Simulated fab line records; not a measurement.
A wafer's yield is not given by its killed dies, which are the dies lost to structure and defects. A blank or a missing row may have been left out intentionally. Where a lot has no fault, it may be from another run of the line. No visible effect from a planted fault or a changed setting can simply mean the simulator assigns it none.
Chamber matching | flow nand harc | 3 sister chambers for NHARC_A_DECK1_JOINT_DEP_16 on pecvd-04
The step deposits SiO2, target thk 45 nm. 6 wafers are shown with their chamber, then 8 later ones without.

WAFERS WITH THEIR CHAMBER
wafer  | chamber | heater power w (W) | throttle valve pct (%)
L294.4 | 2       | 502                | 15.9
L294.6 | 2       | 491                | 15.7
L295.3 | 1       | 429                | 16.5
L295.4 | 0       | 631                | 16.5
L295.6 | 1       | 428                | 16.1
L299.2 | 0       | 532                | 16.3

WAFERS WHOSE CHAMBER IS MISSING
wafer  | heater power w (W) | throttle valve pct (%)
L299.3 | 485                | 16.0
L299.5 | 477                | 16.5
L307.2 | 425                | 17.0
L307.4 | 545                | 15.9
L307.6 | 420                | 16.7
L308.2 | 454                | 15.6
L308.4 | 603                | 15.5
L308.6 | 462                | 16.1

CHAMBER TAKEN BY EACH
wafer  | from the rows above          | in truth
L299.3 | can't be placed: 2 or 1      | 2
L299.5 | can't be placed: 1 or 0 or 2 | 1
L307.2 | can't be placed: 1 or 0      | 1
L307.4 | can't be placed: 2 or 0      | 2
L307.6 | 1                            | 1
L308.2 | 2                            | 2
L308.4 | can't be placed: 2 or 0      | 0
L308.6 | can't be placed: 1 or 2      | 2
Correctly placed: 2 of 8. From these rows, 6 cannot be placed; in 6 the true chamber is one of the candidates. Placed wrongly: 0.
How it was worked out, from the rows above alone: a wafer's distance from a chamber is the root of the sum, over the readings, of the square of ((its reading less the chamber's mean) divided by the reading's scatter). The wafer belongs to the nearest chamber; if the next one is less than 2 further off, it can't be placed. The mean given for a chamber averages the wafers shown for that chamber. The scatter: the root of (the sum of the squares of (reading less its chamber's mean) over the shown wafers, divided by (wafers less chambers)).
